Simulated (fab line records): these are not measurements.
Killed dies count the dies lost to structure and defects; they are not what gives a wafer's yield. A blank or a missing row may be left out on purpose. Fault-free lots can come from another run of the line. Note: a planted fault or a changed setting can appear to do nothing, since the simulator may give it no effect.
Matching of chambers -- flow n5_finfet -- pecvd-02 running N5_BEOL_M1_DEP_57: 3 sister chambers
The step deposits SiCN from 3MS/NH3, target thk 8 nm, time 14 s. 6 wafers are shown with their chamber, then 8 later ones without.

WAFERS PAIRED WITH THEIR CHAMBERS
wafer,chamber,showerhead_plenum_p_Torr (Torr),throttle_valve_pct (%)
L090.5,2,3.681,8.75
L090.6,0,3.658,9.05
L095.1,2,3.678,8.95
L095.3,1,3.661,8.98
L095.5,1,3.659,8.96
L092.4,0,3.670,8.76

WAFERS WITH NO CHAMBER GIVEN
wafer,showerhead_plenum_p_Torr (Torr),throttle_valve_pct (%)
L092.5,3.679,8.97
L092.6,3.663,8.97
L096.1,3.679,9.00
L096.5,3.652,8.82
L096.6,3.670,8.80
L097.1,3.670,8.81
L097.3,3.661,9.04
L097.5,3.670,8.77

WHICH CHAMBER EACH ONE RAN IN
wafer,from the rows above,in truth
L092.5,2,2
L092.6,can't be placed: 0 or 1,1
L096.1,can't be placed: 2 or 0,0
L096.5,can't be placed: 1 or 0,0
L096.6,can't be placed: 0 or 2 or 1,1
L097.1,can't be placed: 0 or 2 or 1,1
L097.3,can't be placed: 1 or 0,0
L097.5,can't be placed: 0 or 2 or 1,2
Placed correctly: 1 of 8. These rows do not allow placing 7 (true chamber among the candidates in 7). Wrongly placed: 0.
How it was worked out, from the rows above alone: a wafer's distance from a chamber is the root of the sum, over the readings, of the square of ((its reading less the chamber's mean) divided by the reading's scatter). The wafer belongs to the nearest chamber; if the next one is less than 2 further off, it can't be placed. A chamber's mean is the mean of its shown wafers. The scatter is the square root of a quotient: the sum, over the shown wafers, of each reading's squared deviation from its chamber's mean, divided by wafers minus chambers.
